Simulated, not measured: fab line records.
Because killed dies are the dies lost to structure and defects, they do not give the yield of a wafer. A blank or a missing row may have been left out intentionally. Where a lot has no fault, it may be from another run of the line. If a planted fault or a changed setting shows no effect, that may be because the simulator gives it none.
Chamber matching / flow nand harc / NHARC_A_STAIRCASE_TRIM_12 on rie diel-13 has 4 sister chambers
The step chemistry O2, time 211.2 s. 4 wafers are shown with their chamber, then 10 later ones without.

## WAFERS PAIRED WITH THEIR CHAMBERS
wafer=L084.5; chamber=0; showerhead plenum p Torr (Torr)=3.51
wafer=L085.5; chamber=2; showerhead plenum p Torr (Torr)=3.62
wafer=L089.2; chamber=3; showerhead plenum p Torr (Torr)=3.27
wafer=L089.3; chamber=1; showerhead plenum p Torr (Torr)=3.75

## WAFERS WITHOUT THEIR CHAMBER
wafer=L089.6; showerhead plenum p Torr (Torr)=3.61
wafer=L090.1; showerhead plenum p Torr (Torr)=3.75
wafer=L090.2; showerhead plenum p Torr (Torr)=3.27
wafer=L090.6; showerhead plenum p Torr (Torr)=3.75
wafer=L091.2; showerhead plenum p Torr (Torr)=3.81
wafer=L091.3; showerhead plenum p Torr (Torr)=3.49
wafer=L091.6; showerhead plenum p Torr (Torr)=3.61
wafer=L093.2; showerhead plenum p Torr (Torr)=3.80
wafer=L093.3; showerhead plenum p Torr (Torr)=3.75
wafer=L093.4; showerhead plenum p Torr (Torr)=3.60

## CHAMBER TAKEN BY EACH
wafer=L089.6; from the rows above=2; in truth=2
wafer=L090.1; from the rows above=1; in truth=1
wafer=L090.2; from the rows above=3; in truth=3
wafer=L090.6; from the rows above=1; in truth=1
wafer=L091.2; from the rows above=1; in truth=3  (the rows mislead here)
wafer=L091.3; from the rows above=0; in truth=0
wafer=L091.6; from the rows above=2; in truth=2
wafer=L093.2; from the rows above=1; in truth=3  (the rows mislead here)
wafer=L093.3; from the rows above=1; in truth=1
wafer=L093.4; from the rows above=2; in truth=2
Placed correctly: 8 of 10. Number that these rows cannot place: 0. Wrongly placed: 2.
How it was worked out, from the rows above alone: a wafer's distance from a chamber is the root of the sum, over the readings, of the square of ((its reading less the chamber's mean) divided by the reading's scatter). The wafer belongs to the nearest chamber; if the next one is less than 2 further off, it can't be placed. A chamber's mean is the mean of its shown wafers. The scatter: root of mean squared gap, hidden wafer to nearest shown wafer, with one shown wafer a chamber.
